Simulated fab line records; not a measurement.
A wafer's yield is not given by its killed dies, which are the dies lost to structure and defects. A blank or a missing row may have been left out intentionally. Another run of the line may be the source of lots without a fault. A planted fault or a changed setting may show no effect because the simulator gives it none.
Split-lot experiment + flow n5Finfet + on a route of 1938 steps: 7 lots, 21 wafers read

## ON THE SPLIT
At N5_BEOL_M12_SPUTTER_43 (material TaN, target thk 15 nm, time 24.19 s), the setting timeS was moved away from the recipe's 24.19 s on 8 of the 21 wafers read, by -8.9% to +12.3%. For the rest of the wafers, this setting stayed at what the recipe calls for.

The split's own step is where the reading is taken.

## THE READING
TaN_of_BEOL_M12_SPUTTER_43.thkNm (the simulator's own value, which no gauge read), in nm, at N5_BEOL_M12_SPUTTER_43 (material TaN, target thk 15 nm, time 24.19 s). No usual value for it is given in the file. Average 15.0 nm, standard deviation 0.22 nm, over the 13 wafers here run with the recipe.

| wafer  | tool, chamber at the split | timeS as run, s | against the recipe | TaN_of_BEOL_M12_SPUTTER_43.thkNm, nm | against lot-mates on the recipe |
|--------|----------------------------|-----------------|--------------------|--------------------------------------|---------------------------------|
| L085.1 | pvdSputter-02, -           | 27.03           | +11.7%             | 17.2                                 | +2.0                            |
| L085.2 | pvdSputter-02, -           | 24.19           | recipe             | 15.2                                 | -                               |
| L085.3 | pvdSputter-02, -           | 27.03           | +11.7%             | 17                                   | +1.8                            |
| L084.3 | pvdSputter-02, -           | 22.03           | -8.9%              | 14                                   | -0.9                            |
| L084.4 | pvdSputter-02, -           | 24.19           | recipe             | 14.8                                 | -                               |
| L084.5 | pvdSputter-02, -           | 24.19           | recipe             | 15                                   | -                               |
| L086.3 | pvdSputter-03, -           | 24.19           | recipe             | 14.8                                 | -                               |
| L086.5 | pvdSputter-03, -           | 24.19           | recipe             | 14.8                                 | -                               |
| L086.4 | pvdSputter-03, -           | 24.19           | recipe             | 15.2                                 | -                               |
| L089.1 | pvdSputter-03, -           | 24.19           | recipe             | 15                                   | -                               |
| L089.5 | pvdSputter-03, -           | 24.19           | recipe             | 15                                   | -                               |
| L089.6 | pvdSputter-03, -           | 24.19           | recipe             | 15.6                                 | -                               |
| L090.2 | pvdSputter-03, -           | 24.19           | recipe             | 15.2                                 | -                               |
| L090.4 | pvdSputter-03, -           | 27.17           | +12.3%             | 17.2                                 | +2.1                            |
| L090.5 | pvdSputter-03, -           | 24.19           | recipe             | 15                                   | -                               |
| L096.1 | pvdSputter-02, -           | 24.19           | recipe             | 14.8                                 | -                               |
| L096.2 | pvdSputter-02, -           | 22.65           | -6.4%              | 14.4                                 | -0.4                            |
| L096.6 | pvdSputter-02, -           | 22.65           | -6.4%              | 14.4                                 | -0.4                            |
| L097.2 | pvdSputter-02, -           | 26.38           | +9.1%              | 16.2                                 | +1.2                            |
| L097.4 | pvdSputter-02, -           | 26.38           | +9.1%              | 16.2                                 | +1.2                            |
| L097.5 | pvdSputter-02, -           | 24.19           | recipe             | 15                                   | -                               |

THE FIT
A straight line over all 21 wafers: TaN_of_BEOL_M12_SPUTTER_43.thkNm changes by +0.148 nm for each +1% of timeS; r = +0.96; the points scatter about the line by 0.25 nm.
The same after taking each lot's own level away (the mean of its wafers on the recipe; 21 wafers): +0.135 nm for each +1%; r = +0.96; scatter 0.24 nm.
On that fit, the largest move of timeS shifts the reading by 1.7 nm.
From 14.80 to 15.20 nm: that is the span of the lots' own levels, equal to 1.8 times the standard deviation above.
Consequently the slope shifts little with the lot-to-lot level, the two slopes agreeing.
Check: for one of the wafers moved furthest among these (+12.3%), held out of the fit, the line's prediction against its lot-mates is +1.69 nm. Against them it came out at +2.1 nm.

## OTHER SPLITS APPLIED TO THESE WAFERS
Other splits were also applied to these wafers ahead of the reading. Each is held against what the fit with the lots' levels taken away leaves over:
| other split on the same wafers    | wafers away from the commonest value | r with TaN_of_BEOL_M12_SPUTTER_43.thkNm (lot level and that fit taken away) |
|-----------------------------------|--------------------------------------|-----------------------------------------------------------------------------|
| N5_BEOL_M7_EXPOSE_08 doseMj       | 4                                    | +0.39                                                                       |
| N5_BEOL_M7_VIA_ETCH_34 timeS      | 5                                    | +0.10                                                                       |
| N5_BEOL_M7_TRENCH_ETCH_37 sourceW | 5                                    | +0.10                                                                       |
| N5_BEOL_M11_EXPOSE_25 doseMj      | 5                                    | -0.17                                                                       |

## THE FILE'S OWN FIT
TaN_of_BEOL_M12_SPUTTER_43.thkNm changes by +0.142 nm for each +1% of timeS, r = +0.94.
